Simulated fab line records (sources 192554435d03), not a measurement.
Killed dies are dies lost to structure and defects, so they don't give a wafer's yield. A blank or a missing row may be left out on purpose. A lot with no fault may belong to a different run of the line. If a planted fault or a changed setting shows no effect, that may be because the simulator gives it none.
fab line records	flow n5Finfet
record: lots: 9	wafers: 27	lastDay: 18
route steps=1938 shown FIN_SAQP@98 BEOL_M4@1111 PASSIVATION@1936
lots untouched by any fault: they come from a run of this same line in which no faults occurred
startH: the number of hours between the record's first day and the start of the first shown wafer of the lot	waitH: hours elapsed since this lot's preceding step	" same as the row above	L1.1+2: a single row standing in for several wafers	- no value present, or no start provided	* or withheld: withheld	< > ~ a bound
route shown NAME@n: names a module that has steps shown in the file, with the first one's number in the route	usual: the fault-free wafers' mean and standard deviation	same: alike in all rows	chamber/n: place in a boat	sites: each site's reading	_std_site: how widely they spread, as a standard deviation	_edge_site: mean of outer sites minus mean of inner sites	radiusMm: for every site, how far away it sits from the centre of the wafer	mask NAME#n: copy n	behind: the most recent tool/chamber to have shaped the wafer	hold: what put the lot on hold/how long, in hours/how the hold closed	device: transistor that didn't switch, given as n, p or np	end of line: the tests these same wafers got at the end of their route	step lacking rows: just its recipe	killed: dies lost to structure and defects at the first sort, not the wafer's yield	map: the dies of a wafer, with x for killed, . for not killed, _ for no die there
set.NAME: the setting the step ran with; set.NAME@STEP: the setting that earlier step ran with	model.NAME: the simulator's own value behind a step, which no gauge read
one table for each step of the route and one row for each wafer, over a sample of lots
services: the hour from which a tool's chamber was out of use, counted from the record's first day as startH (under 0 if before that day), plus the number of hours and why
== steps ==
step: N5_FIN_SAQP_PECVD_47
recipe: material: a-Si	targetThkA: 450	tempC: 400	precursor: SiH4/He	pressureTorr: 3	rfW: 100	timeS: 36.3
usual: heaterPowerW: 841/110	showerheadPlenumPTorr: 5.66/0.041	showerheadVppV: 617/27	throttleValvePct: 18.0/0.81
lot.wafer	tool	chamber	startH	waitH	heaterPowerW	showerheadPlenumPTorr	showerheadVppV	throttleValvePct
L588.1	pecvd-02	0	28.44	0.0	650	5.65	562	18.3
L588.4	"	0	"	"	655	5.65	561	18.2
L588.6	"	1	"	"	846	5.63	632	19.9
L591.1	pecvd-01	1	44.95	0.0	928	5.61	640	18.2
L591.2	"	2	"	"	882	5.72	582	17.2
L591.3	"	0	"	"	879	5.65	621	17.5
L592.2	pecvd-03	1	50.83	0.0	870	5.61	650	18.4
L592.4	"	2	"	"	810	5.65	630	17.6
L592.5	"	0	"	"	656	5.71	598	17.5
L593.1	pecvd-03	0	58.24	0.0	712	5.70	598	17.0
L593.4	"	2	"	"	695	5.63	641	17.6
L593.5	"	0	"	"	724	5.69	599	17.2
L599.3	pecvd-03	2	92.72	0.0	806	5.65	640	17.4
L599.4	"	1	"	"	852	5.61	647	18.9
L599.6	"	0	"	"	665	5.71	595	17.2
L601.2	pecvd-03	2	104.83	0.0	695	5.65	640	17.6
L601.4	"	2	"	"	701	5.63	634	17.6
L601.6	"	0	"	"	640	5.71	597	17.1
L608.1	pecvd-02	0	148.07	0.0	648	5.65	565	18.4
L608.2	"	2	"	"	792	5.66	643	16.9
L608.3	"	1	"	"	790	5.63	632	20.0
L609.3	pecvd-01	2	154.35	0.0	824	5.75	591	17.6
L609.5	"	0	"	"	891	5.67	622	17.8
L609.6	"	1	"	"	1048	5.62	633	18.1
L610.1	pecvd-02	0	159.03	0.0	733	5.63	563	18.4
L610.3	"	1	"	"	799	5.64	625	19.7
L610.4	"	1	"	"	810	5.64	627	20.0
step: N5_FIN_SAQP_RECESS_75
recipe: chemistry: HF/NH3	target: SiO2	targetDepthA: 144	afsCycles: 3	tempC: 30	sublimationTempC: 180	sublimationTimeS: 60
usual: drypumpMotorCurrentA: 5.9/0.38
lot.wafer	tool	chamber	startH	waitH	drypumpMotorCurrentA
L588.1	vaporEtch-02	0	29.96	0.0	5.6
L588.4	"	1	"	"	5.7
L588.6	"	0	"	"	5.6
L591.1	vaporEtch-01	1	47.01	0.3	6.5
L591.2	"	0	"	"	5.6
L591.3	"	1	"	"	6.5
L592.2	vaporEtch-01	1	52.48	0.0	6.5
L592.4	"	1	"	"	6.5
L592.5	"	1	"	"	6.5
L593.1	vaporEtch-01	0	59.96	0.0	5.6
L593.4	"	0	"	"	5.6
L593.5	"	0	"	"	5.6
L599.3	vaporEtch-01	1	94.38	0.2	6.5
L599.4	"	0	"	"	5.6
L599.6	"	1	"	"	6.5
L601.2	vaporEtch-01	0	106.60	0.0	5.6
L601.4	"	0	"	"	5.6
L601.6	"	1	"	"	6.5
L608.1	vaporEtch-01	1	149.98	0.0	6.5
L608.2	"	0	"	"	5.5
L608.3	"	1	"	"	6.5
L609.3	vaporEtch-01	0	156.21	0.1	5.6
L609.5	"	1	"	"	6.5
L609.6	"	0	"	"	5.6
L610.1	vaporEtch-02	0	160.67	0.0	5.6
L610.3	"	1	"	"	5.8
L610.4	"	0	"	"	5.6
step: N5_FIN_SAQP_ETCH_57
recipe: chemistry: CH3F/O2	target: SiNx	maskMaterial: SiO2	targetDepthA: 325	timeS: 46.4	pressureMtorr: 30	sourceW: 395	biasW: 73	Ar_flow_sccm: 150	CH3F_flow_sccm: 30	O2_flow_sccm: 20	ionEnergyEv: 120	ends: cleared
usual: O2_flow_sccm: 20.00/0.056	drypumpMotorCurrentA: 5.6/0.43	etchRfOnTimeS: 46.0/1.3	oesProductAu: 0.69/0.078	rfVppV: 294/8.2	showerheadPlenumPTorr: 2.00/0.067	throttleValvePct: 16.26/0.21
lot.wafer	tool	chamber	startH	waitH	O2_flow_sccm	drypumpMotorCurrentA	etchRfOnTimeS	oesProductAu	rfHoursCounterH	rfVppV	showerheadPlenumPTorr	throttleValvePct
L588.1	rieDiel-06	2	31.73	0.1	19.98	5.8	43.0	0.84	7	296	2.05	16.08
L588.4	"	1	"	"	19.96	6.4	46.6	0.61	229	282	1.88	16.46
L588.6	"	1	"	"	19.97	6.3	47.4	0.61	-	280	1.88	16.47
L591.1	rieDiel-06	0	48.80	0.1	20.07	5.2	45.6	0.65	155	288	2.09	16.13
L591.2	"	1	"	"	19.99	6.3	46.3	0.60	237	282	1.88	16.49
L591.3	"	2	"	"	20.02	5.8	44.1	0.82	15	298	2.04	16.09
L592.2	rieDiel-04	0	54.36	0.2	20.04	5.9	47.1	0.71	77	292	1.95	16.08
L592.4	"	0	"	"	20.01	6.0	47.2	0.72	-	289	1.95	16.07
L592.5	"	3	"	"	20.01	5.1	47.1	0.75	-	289	1.96	16.36
L593.1	rieDiel-06	3	61.68	0.0	20.03	5.1	46.3	0.82	3	287	1.97	16.21
L593.4	"	0	"	"	20.06	5.2	46.9	0.64	160	287	2.09	16.13
L593.5	"	2	"	"	19.98	5.8	44.5	0.80	-	297	2.04	16.07
L599.3	rieDiel-06	3	96.07	0.0	19.93	5.0	47.1	0.78	16	286	1.96	16.24
L599.4	"	2	"	"	19.99	5.8	44.1	0.78	-	298	2.04	16.11
L599.6	"	0	"	"	19.99	5.2	46.1	0.63	-	287	2.08	16.15
L601.2	rieDiel-04	3	108.56	0.0	19.96	5.1	46.2	0.73	69	289	1.95	16.39
L601.4	"	1	"	"	19.93	5.9	46.3	0.59	-	310	2.07	16.64
L601.6	"	0	"	"	20.04	6.0	46.5	0.69	-	289	1.95	16.10
L608.1	rieDiel-04	1	151.64	0.0	19.97	5.8	45.7	0.58	234	311	2.06	16.64
L608.2	"	0	"	"	20.01	5.9	45.8	0.68	111	288	1.94	16.13
L608.3	"	2	"	"	19.96	6.0	48.3	0.61	177	293	1.98	16.07
L609.3	rieDiel-06	2	157.83	0.2	19.86	5.8	44.0	0.74	57	297	2.03	16.15
L609.5	"	1	"	"	20.10	6.3	47.7	0.77	-	287	2.11	16.08
L609.6	"	2	"	"	20.04	5.8	43.7	0.76	-	299	2.03	16.15
L610.1	rieDiel-01	0	162.02	0.0	19.96	5.2	44.3	0.72	64	305	2.10	16.18
L610.3	"	3	"	"	19.95	6.1	44.8	0.59	244	300	1.94	16.37
L610.4	"	2	"	"	19.96	5.6	46.7	0.75	44	286	1.95	16.08
step: N5_FIN_SAQP_MANDREL_ETCH_58
recipe: chemistry: HBr/Cl2	target: a-Si	targetDepthA: 450	btTimeS: 10	stopOn: SiNx	maskMaterial: SiO2	overEtchFrac: 0.8	timeS: 27	pressureMtorr: 10	icpW: 800	biasW: 75	HBr_flow_sccm: 150	Cl2_flow_sccm: 80	ends: endPoint
usual: drypumpMotorCurrentA: 5.6/0.53	oesProductAu: 0.697/0.014	throttleValvePct: 35.5/0.44
lot.wafer	tool	chamber	startH	waitH	drypumpMotorCurrentA	oesProductAu	rfHoursCounterH	throttleValvePct
L588.1	rieSi-01	2	31.87	0.0	5.5	0.692	163	36.1
L588.4	"	1	"	"	5.6	0.683	74	35.9
L588.6	"	1	"	"	5.6	0.678	-	35.9
L591.1	rieSi-01	3	48.94	0.0	4.7	0.683	47	35.7
L591.2	"	1	"	"	5.6	0.671	75	36.0
L591.3	"	2	"	"	5.5	0.686	163	36.1
L592.2	rieSi-02	0	54.50	0.0	6.2	0.699	36	36.0
L592.4	"	3	"	"	4.8	0.703	-	35.0
L592.5	"	0	"	"	6.2	0.710	-	36.0
L593.1	rieSi-02	3	61.82	0.0	4.8	0.696	27	35.1
L593.4	"	2	"	"	5.8	0.721	-	35.4
L593.5	"	3	"	"	4.8	0.705	-	35.0
L599.3	rieSi-03	2	96.21	0.0	5.7	0.678	120	34.8
L599.4	"	3	"	"	5.5	0.719	42	35.9
L599.6	"	0	"	"	6.4	0.605	-	35.3
L601.2	rieSi-01	0	108.70	0.0	6.3	0.712	80	35.7
L601.4	"	3	"	"	4.7	0.685	48	35.7
L601.6	"	1	"	"	5.6	0.593	-	36.1
L608.1	rieSi-03	0	151.78	0.0	6.4	0.687	114	35.1
L608.2	"	3	"	"	5.5	0.713	43	35.9
L608.3	"	2	"	"	5.7	0.686	122	34.8
L609.3	rieSi-01	0	157.97	0.0	6.2	0.711	81	35.7
L609.5	"	3	"	"	4.7	0.688	-	35.7
L609.6	"	2	"	"	5.5	0.689	-	36.0
L610.1	rieSi-03	1	162.16	0.0	5.1	0.703	145	34.9
L610.3	"	2	"	"	5.7	0.685	122	34.8
L610.4	"	3	"	"	5.6	0.721	44	35.8
step: N5_FIN_SAQP_RECESS_71
recipe: chemistry: HF/NH3	target: SiO2	targetDepthA: 30	afsCycles: 1	tempC: 30	sublimationTempC: 180	sublimationTimeS: 60
usual: drypumpMotorCurrentA: 5.9/0.4
lot.wafer	tool	chamber	startH	waitH	drypumpMotorCurrentA
L588.1	vaporEtch-01	0	32.56	0.0	5.6
L588.4	"	1	"	"	6.5
L588.6	"	1	"	"	6.5
L591.1	vaporEtch-02	0	49.63	0.0	5.6
L591.2	"	1	"	"	5.8
L591.3	"	0	"	"	5.5
L592.2	vaporEtch-02	1	55.31	0.0	5.8
L592.4	"	1	"	"	5.8
L592.5	"	1	"	"	5.8
L593.1	vaporEtch-01	0	62.52	0.0	5.6
L593.4	"	1	"	"	6.5
L593.5	"	1	"	"	6.5
L599.3	vaporEtch-01	1	96.94	0.1	6.5
L599.4	"	0	"	"	5.6
L599.6	"	1	"	"	6.5
L601.2	vaporEtch-01	1	109.62	0.0	6.5
L601.4	"	0	"	"	5.6
L601.6	"	0	"	"	5.6
L608.1	vaporEtch-02	0	152.47	0.0	5.6
L608.2	"	1	"	"	5.8
L608.3	"	1	"	"	5.8
L609.3	vaporEtch-02	1	158.71	0.1	5.8
L609.5	"	1	"	"	5.8
L609.6	"	0	"	"	5.6
L610.1	vaporEtch-01	0	163.07	0.2	5.6
L610.3	"	0	"	"	5.6
L610.4	"	1	"	"	6.5
step: N5_BEOL_M4_RC_MEAS_101
usual: DIBL_N: 36.4/2.7	DIBL_P: 36/3.2	IOFF_N: 0.16/0.046	IOFF_P: 0.21/0.055	ION_N: 677/15	ION_P: 464/11	SS_N: 71.5/0.79	SS_P: 73.3/0.93	VT_N: 250/4.1	VT_P: -251/4.4
lot.wafer	tool	chamber	startH	waitH	DIBL_N[mV/V]	DIBL_P[mV/V]	IOFF_N[nA/um]	IOFF_P[nA/um]	ION_N[uA/um]	ION_P[uA/um]	SS_N[mV/dec]	SS_P[mV/dec]	VT_N[mV]	VT_P[mV]
L588.1	prober-02	0	166.53	0.0	37.0	35	0.16	0.21	680	467	71.0	73.8	249	-249
L588.4	"	0	"	"	43.5	44	0.32	0.42	733	500	72.7	76.2	242	-240
L588.6	"	0	"	"	39.5	38	0.22	0.29	692	479	71.5	73.5	244	-245
L591.1	prober-02	0	206.75	0.0	31.4	29	0.09	0.13	648	452	69.9	71.0	256	-257
L591.2	"	0	"	"	36.5	36	0.17	0.21	691	470	71.7	72.6	246	-249
L591.3	"	0	"	"	35.3	34	0.14	0.18	677	463	71.3	72.5	252	-253
L592.2	prober-02	0	216.91	0.2	32.8	32	0.11	0.14	648	457	70.1	72.0	253	-255
L592.4	"	0	"	"	35.5	35	0.15	0.19	673	457	70.9	72.6	249	-253
L592.5	"	0	"	"	34.9	34	0.14	0.16	696	462	72.1	73.0	250	-255
L593.1	prober-02	0	226.22	0.0	31.4	30	0.10	0.14	677	464	70.5	72.7	257	-254
L593.4	"	0	"	"	31.9	31	0.11	0.14	659	458	70.4	72.8	256	-254
L593.5	"	0	"	"	34.2	34	0.12	0.17	652	451	71.1	73.1	257	-257
L599.3	prober-02	0	249.67	0.3	35.0	36	0.17	0.21	704	478	71.3	73.8	246	-248
L599.4	"	0	"	"	33.4	34	0.15	0.20	691	471	70.3	72.8	246	-248
L599.6	"	0	"	"	32.7	33	0.13	0.17	668	460	70.5	72.9	249	-253
L601.2	prober-02	0	257.55	0.2	33.3	34	0.12	0.18	656	454	71.3	73.1	254	-254
L601.4	"	0	"	"	38.7	39	0.24	0.25	684	456	72.1	75.0	244	-251
L601.6	"	0	"	"	36.7	35	0.18	0.19	653	445	72.6	73.5	252	-254
L608.1	prober-02	0	316.62	0.0	36.8	37	0.19	0.23	697	475	71.2	72.9	246	-248
L608.2	"	0	"	"	37.1	38	0.20	0.23	694	466	71.2	73.8	246	-253
L608.3	"	0	"	"	37.0	38	0.17	0.23	673	466	71.6	74.1	247	-251
L609.3	prober-02	0	319.36	0.3	40.0	38	0.21	0.22	677	457	72.4	73.5	249	-253
L609.5	"	0	"	"	36.7	34	0.14	0.16	659	448	71.2	72.5	253	-257
L609.6	"	0	"	"	41.0	40	0.23	0.25	689	467	72.3	74.2	247	-252
L610.1	prober-01	0	319.44	0.0	28.6	29	0.06	0.09	633	435	70.3	70.7	264	-265
L610.3	"	0	"	"	32.5	32	0.11	0.12	658	440	71.0	71.9	256	-259
L610.4	"	0	"	"	32.1	33	0.11	0.13	677	462	70.6	71.7	253	-259
step: N5_PASSIVATION_PROBE_49
usual: defectLimitedYield: 91.1/1.4	killed_at_M0_to_M3: 34/9.7	killed_at_M4_up: 13/5.1	killedAtContacts: 14/6.3	killedAtFrontEnd: 40/11	killedAtOther: 3.5/2.7	killedDies: 105/16	killedOpen: 70/12	killedShort: 34/7.8	sort_bin_4_leakage: 0.02/0.13	sort_bin_5_function: 5.2/0.88	sort_bin_6_memory: 3.3/0.7	sort_bin_8_speed: 0.1/0.62	sortNPass: 1074/17	sortYieldPct: 91.0/1.5
same: grossDies: 1180	killedAtBackSide: 0
lot.wafer	tool	chamber	startH	waitH	defectLimitedYield[%]	killed_at_M0_to_M3	killed_at_M4_up	killedAtContacts	killedAtFrontEnd	killedAtOther	killedDies	killedOpen	killedShort	sort_bin_4_leakage[%]	sort_bin_5_function[%]	sort_bin_6_memory[%]	sort_bin_8_speed[%]	sortNPass	sortYieldPct[%]
L599.6	prober-01	-	357.66	0.3	92.0	36	10	5	38	5	94	57	27	0	4.7	2.2	0	1086	92.0
L601.6	prober-02	-	368.95	0.3	89.7	52	8	13	42	7	122	77	32	0	5.3	4.2	0	1058	89.7
killed by level:class
L599.6 BEOL_M1:geometricParticle:open=9 STI_FIN_REVEAL:geometricParticle:open=8 FIN_SAQP:areaPecvd=8 BEOL_M0_SAQP:geometricParticle:short=7 BEOL_M2:geometricParticle:open=7 FIN_SAQP:geometricParticle:short=6 BEOL_M0_SAQP:geometricParticle:open=6 MOL_CONTACT_COAG:geometricParticle:open=5
L601.6 MOL_CONTACT_COAG:geometricParticle:open=10 BEOL_M2:geometricParticle:open=10 FIN_SAQP:areaPecvd=10 BEOL_M0_SAQP:geometricParticle:open=9 BEOL_M3:geometricParticle:open=9 STI_FIN_REVEAL:geometricParticle:open=8 BEOL_M0_SAQP:geometricParticle:short=8 BEOL_M1:geometricParticle:open=7
== services ==
tool	chamber	startH	hours	kind
pecvd-03	0	4.78	3.8	repair
pecvd-02	2	6.45	7.9	repair
rieDiel-01	2	21.12	19.1	repair
rieDiel-04	1	22.90	8.3	repair
rieDiel-06	3	39.13	-	clean
rieDiel-06	3	39.13	-	consumableReplace:focusRing
rieDiel-06	3	39.13	13.7	scheduledDown
rieDiel-06	3	39.13	13.7	ventCycle
rieDiel-04	1	51.36	4.4	repair
rieSi-01	0	63.89	7.6	repair
pecvd-03	0	74.44	15.9	repair
rieDiel-06	1	88.25	-	clean
rieDiel-06	1	88.25	-	consumableReplace:focusRing
rieDiel-06	1	88.25	-	consumableReplace:showerhead
vaporEtch-02	-	89.38	14.6	pm
pecvd-02	-	94.22	1.0	repair
pecvd-03	-	98.95	0.7	repair
rieSi-02	2	100.50	7.3	repair
rieSi-03	0	117.93	4.8	repair
rieDiel-04	3	122.87	3.9	repair
rieDiel-04	-	126.60	2.8	pm
vaporEtch-02	-	135.98	0.3	repair
rieDiel-01	-	144.78	4.3	pm
rieSi-02	0	148.94	4.1	repair
== key ==
firstSign: step: N5_FIN_SAQP_MANDREL_ETCH_58	reading: oesProductAu	direction: down	sigmas: 6.9	usual: 0.697	struck: 0.599
effect none on later readings
metAt N5_FIN_SAQP_PECVD_47
struckLots L599,L601
struckWafers L599.6,L601.6
notActingAt N5_FIN_SAQP_RECESS_75,N5_FIN_SAQP_ETCH_57,N5_FIN_SAQP_RECESS_71
onsetBetween 58.24 92.72
fault: kind: siteProfileDrift	tool: pecvd-03	chamber: 0	onsetH: 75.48	steps: N5_FIN_SAQP_PECVD_47	basis: fraction	maxAbsDrift: 0.53122	slopeSharePerHr: 118.05	sitePattern: 0,0,0,0,0,-1,-1,-1,-1
